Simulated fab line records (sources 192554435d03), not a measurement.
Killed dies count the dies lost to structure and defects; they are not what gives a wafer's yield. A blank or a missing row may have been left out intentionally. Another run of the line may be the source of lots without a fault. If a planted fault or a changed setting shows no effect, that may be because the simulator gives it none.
Chamber matching :: flow n5-finfet :: N5_SDB_ETCH_25 on rie-diel-01: 4 sister chambers
The step etches SiO2 in C4F6/O2, target depth 10 nm, time 3.3 s. 4 wafers are shown with their chamber, then 8 later ones without.

WAFERS PAIRED WITH THEIR CHAMBERS
wafer: L078.4
chamber: 1
drypump-motor-current-A (A): 6.3

wafer: L083.5
chamber: 3
drypump-motor-current-A (A): 6.1

wafer: L083.6
chamber: 2
drypump-motor-current-A (A): 5.8

wafer: L090.1
chamber: 0
drypump-motor-current-A (A): 4.9

WAFERS WITHOUT THEIR CHAMBER
wafer: L090.2
drypump-motor-current-A (A): 6.1

wafer: L090.6
drypump-motor-current-A (A): 6.1

wafer: L091.1
drypump-motor-current-A (A): 6.1

wafer: L091.4
drypump-motor-current-A (A): 4.9

wafer: L091.5
drypump-motor-current-A (A): 5.8

wafer: L093.2
drypump-motor-current-A (A): 6.3

wafer: L093.3
drypump-motor-current-A (A): 6.1

wafer: L093.6
drypump-motor-current-A (A): 4.8

WHICH CHAMBER EACH WENT THROUGH
wafer: L090.2
from the rows above: 3
in truth: 3

wafer: L090.6
from the rows above: 3
in truth: 3

wafer: L091.1
from the rows above: 3
in truth: 3

wafer: L091.4
from the rows above: 0
in truth: 0

wafer: L091.5
from the rows above: 2
in truth: 2

wafer: L093.2
from the rows above: 1
in truth: 1

wafer: L093.3
from the rows above: 3
in truth: 3

wafer: L093.6
from the rows above: 0
in truth: 0
Placed correctly: 8 of 8. From these rows, 0 cannot be placed. Number placed wrongly: 0.
How it was worked out, from the rows above alone: a wafer's distance from a chamber is the root of the sum, over the readings, of the square of ((its reading less the chamber's mean) divided by the reading's scatter). If the next closest chamber is less than 2 further off than the closest, the wafer can't be placed; otherwise it belongs to the closest. Each chamber's mean is taken over the wafers shown for it. The scatter (one wafer shown for each chamber): square how far every hidden wafer sits from the nearest shown wafer, average those squares and take the square root.
